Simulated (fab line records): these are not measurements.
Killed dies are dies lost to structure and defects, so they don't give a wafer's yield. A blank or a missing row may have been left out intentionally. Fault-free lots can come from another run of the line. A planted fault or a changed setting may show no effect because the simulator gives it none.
One fault seen from 2 desks -- flow n5Finfet -- every desk sees just its own numbers, and what lay behind them comes last

DESK OF THE TOOL OWNER: pecvd-01
The tool's own readings at N5_BEOL_M11_ILD_DEP_00 (deposits SiCOH lowk from DEMS/porogen, target thk 308.51 nm, time 58 s): means of the sampled wafers that have a number, for each lot that ran on this tool. A lot is out of limits, marked OUT, if its mean lies more than 4 standard deviations from the usual mean; the brackets give that distance.
Columns: A = heaterPowerW at N5_BEOL_M11_ILD_DEP_00, usual 356 W; B = showerheadPlenumPTorr at N5_BEOL_M11_ILD_DEP_00, usual 5.741 Torr; C = throttleValvePct at N5_BEOL_M11_ILD_DEP_00, usual 13.7 %
lot,first seen here,A,B,C
L359,day 10 06:08,363,5.738,13.2
L366,day 12 11:39,333,5.739,13.0
L376,day 14 10:42,388,5.729,13.4
Result from this desk: across the 3 lots, nothing is out of limits.

AT THE METROLOGY DESK
Means of the sampled wafers that have a number, per lot and without regard to the tool the lot ran on: this is what the gauges read. A lot is out of limits, marked OUT, if its mean lies more than 4 standard deviations from the usual mean; the brackets give that distance.
Columns: A = M11_ILD_THK at N5_BEOL_M11_THK_MEAS_01, usual 268 nm
lot,first seen here,A
L358,day 10 04:26,266
L359,day 10 06:43,266
L362,day 11 11:35,268
L363,day 11 17:43,266
L365,day 12 10:23,268
L366,day 12 12:16,269
L376,day 14 11:17,257
L380,day 15 17:28,270
L381,day 15 18:14,269
L379,day 15 19:05,265
Result from this desk: across the 10 lots, nothing is out of limits.

ALL TOGETHER
The tool owner's desk saw nothing out of limits.
Metrology desk: nothing out of limits seen.

WHAT THE SIMULATOR PUT IN
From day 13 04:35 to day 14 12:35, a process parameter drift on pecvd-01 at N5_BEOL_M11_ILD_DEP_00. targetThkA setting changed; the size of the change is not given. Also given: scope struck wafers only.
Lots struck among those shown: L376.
